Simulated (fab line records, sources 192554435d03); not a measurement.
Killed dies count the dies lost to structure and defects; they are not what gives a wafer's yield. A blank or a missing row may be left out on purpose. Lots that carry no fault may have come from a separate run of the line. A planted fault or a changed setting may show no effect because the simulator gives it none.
Chamber matching || flow n5-finfet || rie-diel-02 running N5_SD_EPI_P_ETCH_16: 4 sister chambers
The step etches SiO2 in CHF3/O2, target depth 5 nm. 8 wafers are shown with their chamber, then 7 later ones without.

WAFERS PAIRED WITH THEIR CHAMBERS
{"wafer": "L083.4", "chamber": 3, "rf-vpp-V (V)": 547, "showerhead-plenum-p-Torr (Torr)": 2.39}
{"wafer": "L083.5", "chamber": 1, "rf-vpp-V (V)": 498, "showerhead-plenum-p-Torr (Torr)": 2.31}
{"wafer": "L090.1", "chamber": 3, "rf-vpp-V (V)": 547, "showerhead-plenum-p-Torr (Torr)": 2.38}
{"wafer": "L090.5", "chamber": 1, "rf-vpp-V (V)": 500, "showerhead-plenum-p-Torr (Torr)": 2.31}
{"wafer": "L093.2", "chamber": 0, "rf-vpp-V (V)": 549, "showerhead-plenum-p-Torr (Torr)": 2.45}
{"wafer": "L093.5", "chamber": 2, "rf-vpp-V (V)": 522, "showerhead-plenum-p-Torr (Torr)": 2.51}
{"wafer": "L094.1", "chamber": 0, "rf-vpp-V (V)": 548, "showerhead-plenum-p-Torr (Torr)": 2.44}
{"wafer": "L094.4", "chamber": 2, "rf-vpp-V (V)": 521, "showerhead-plenum-p-Torr (Torr)": 2.51}

WAFERS MISSING THEIR CHAMBER
{"wafer": "L094.6", "rf-vpp-V (V)": 498, "showerhead-plenum-p-Torr (Torr)": 2.31}
{"wafer": "L095.1", "rf-vpp-V (V)": 551, "showerhead-plenum-p-Torr (Torr)": 2.44}
{"wafer": "L095.3", "rf-vpp-V (V)": 521, "showerhead-plenum-p-Torr (Torr)": 2.50}
{"wafer": "L095.4", "rf-vpp-V (V)": 498, "showerhead-plenum-p-Torr (Torr)": 2.31}
{"wafer": "L097.2", "rf-vpp-V (V)": 547, "showerhead-plenum-p-Torr (Torr)": 2.37}
{"wafer": "L097.5", "rf-vpp-V (V)": 549, "showerhead-plenum-p-Torr (Torr)": 2.44}
{"wafer": "L097.6", "rf-vpp-V (V)": 546, "showerhead-plenum-p-Torr (Torr)": 2.37}

EACH ONE'S CHAMBER
{"wafer": "L094.6", "from the rows above": 1, "in truth": 1}
{"wafer": "L095.1", "from the rows above": 0, "in truth": 0}
{"wafer": "L095.3", "from the rows above": 2, "in truth": 2}
{"wafer": "L095.4", "from the rows above": 1, "in truth": 1}
{"wafer": "L097.2", "from the rows above": 3, "in truth": 3}
{"wafer": "L097.5", "from the rows above": 0, "in truth": 0}
{"wafer": "L097.6", "from the rows above": 3, "in truth": 3}
Correct placement for 7 of the 7. Number that these rows cannot place: 0. 0 placed wrongly.
How it was worked out, from the rows above alone: a wafer's distance from a chamber is the root of the sum, over the readings, of the square of ((its reading less the chamber's mean) divided by the reading's scatter). The wafer belongs to the nearest chamber; if the next one is less than 2 further off, it can't be placed. A chamber's mean is the mean of its shown wafers. The scatter: take each reading less its chamber's mean, square it, sum over the shown wafers, divide by the number of wafers less the number of chambers, and take the root.
